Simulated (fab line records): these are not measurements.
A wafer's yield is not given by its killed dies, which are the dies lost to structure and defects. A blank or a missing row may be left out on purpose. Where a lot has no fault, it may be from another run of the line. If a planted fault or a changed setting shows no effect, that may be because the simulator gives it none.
Split-lot experiment | flow n5Finfet | 21 wafers read from 7 lots, route of 1938 steps

## ABOUT THE SPLIT
At N5_PMOS_HMC_CHANNEL_EPI_ETCH_32 (etches BARC in N2/H2, stops on SiO2, target depth 85.8 nm, time 50.3 s), the setting biasW was moved away from the recipe's 150 W on 7 of the 21 wafers read, by -12.1% to +16.2%. The other wafers ran this setting at the recipe's value.

The reading is taken at the split's own step.

## THE READING
rfVppV, in V, at N5_PMOS_HMC_CHANNEL_EPI_ETCH_32 (etches BARC in N2/H2, stops on SiO2, target depth 85.8 nm, time 50.3 s). A value of 524.3 V with a standard deviation of 2.9 V is what fault-free wafers of this fab line usually give.

wafer  | tool, chamber at the split | biasW as run, W | against the recipe | rfVppV, V | against lot-mates on the recipe
L074.1 | rieDiel-01, 2              | 150             | recipe             | 527.7     | -
L074.2 | rieDiel-01, 0              | 150             | recipe             | 520.3     | -
L074.3 | rieDiel-01, 3              | 150             | recipe             | 521.5     | -
L076.1 | rieDiel-01, 1              | 174.3           | +16.2%             | 576.8     | +47.6
L076.2 | rieDiel-01, 0              | 174.3           | +16.2%             | 572.5     | +43.3
L076.4 | rieDiel-01, 2              | 150             | recipe             | 529.2     | -
L078.2 | rieDiel-06, 3              | 150             | recipe             | 522.8     | -
L078.3 | rieDiel-06, 1              | 150             | recipe             | 518.3     | -
L078.6 | rieDiel-06, 0              | 150             | recipe             | 527.6     | -
L082.1 | rieDiel-04, 3              | 131.9           | -12.1%             | 485.1     | -39.4
L082.3 | rieDiel-04, 2              | 150             | recipe             | 524.5     | -
L082.4 | rieDiel-04, 3              | 131.9           | -12.1%             | 485.4     | -39.1
L084.2 | rieDiel-06, 0              | 156.9           | +4.6%              | 542.3     | +18.5
L084.3 | rieDiel-06, 3              | 150             | recipe             | 523.8     | -
L084.5 | rieDiel-06, 1              | 156.9           | +4.6%              | 533.5     | +9.7
L087.3 | rieDiel-06, 1              | 150             | recipe             | 518.4     | -
L087.4 | rieDiel-06, 3              | 162.6           | +8.4%              | 550.1     | +27.8
L087.5 | rieDiel-06, 0              | 150             | recipe             | 526.3     | -
L095.2 | rieDiel-04, 2              | 150             | recipe             | 523.7     | -
L095.4 | rieDiel-04, 0              | 150             | recipe             | 526.5     | -
L095.5 | rieDiel-04, 3              | 150             | recipe             | 527.0     | -

FIT RESULTS
A straight line over all 21 wafers: rfVppV changes by +3.15 V for each +1% of biasW; r = +0.99; the points scatter about the line by 3.3 V.
The same after taking each lot's own level away (the mean of its wafers on the recipe; 21 wafers): +3.01 V for each +1%; r = +0.99; scatter 3.3 V.
On that fit, the largest move of biasW shifts the reading by 49 V.
Measured against the standard deviation above, the lots' own levels, which go from 522.35 to 529.20 V, span 2.4 times it.
So the lot-to-lot level changes the slope little: the two slopes agree.
Check: with one of the wafers moved furthest among these (+16.2%) left out of the fit, the line predicts +48.6 V for it against its lot-mates. It came out at +47.6 V against them.
Tool readings at the split's step, against how far the setting was moved: rfVppV r = +0.99.

## THE OTHER SPLITS THESE WAFERS WENT THROUGH
Note: prior to the reading, these wafers also went through further splits. Each is held against what the fit with the lots' levels taken away leaves over:
other split on the same wafers | wafers away from the commonest value | r with rfVppV (lot level and that fit taken away)
N5_WELL_APT_COAT_02 spinRpm    | 5                                    | +0.08

## THE FILE'S OWN FIT
rfVppV changes by +3.02 V for each +1% of biasW, r = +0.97.
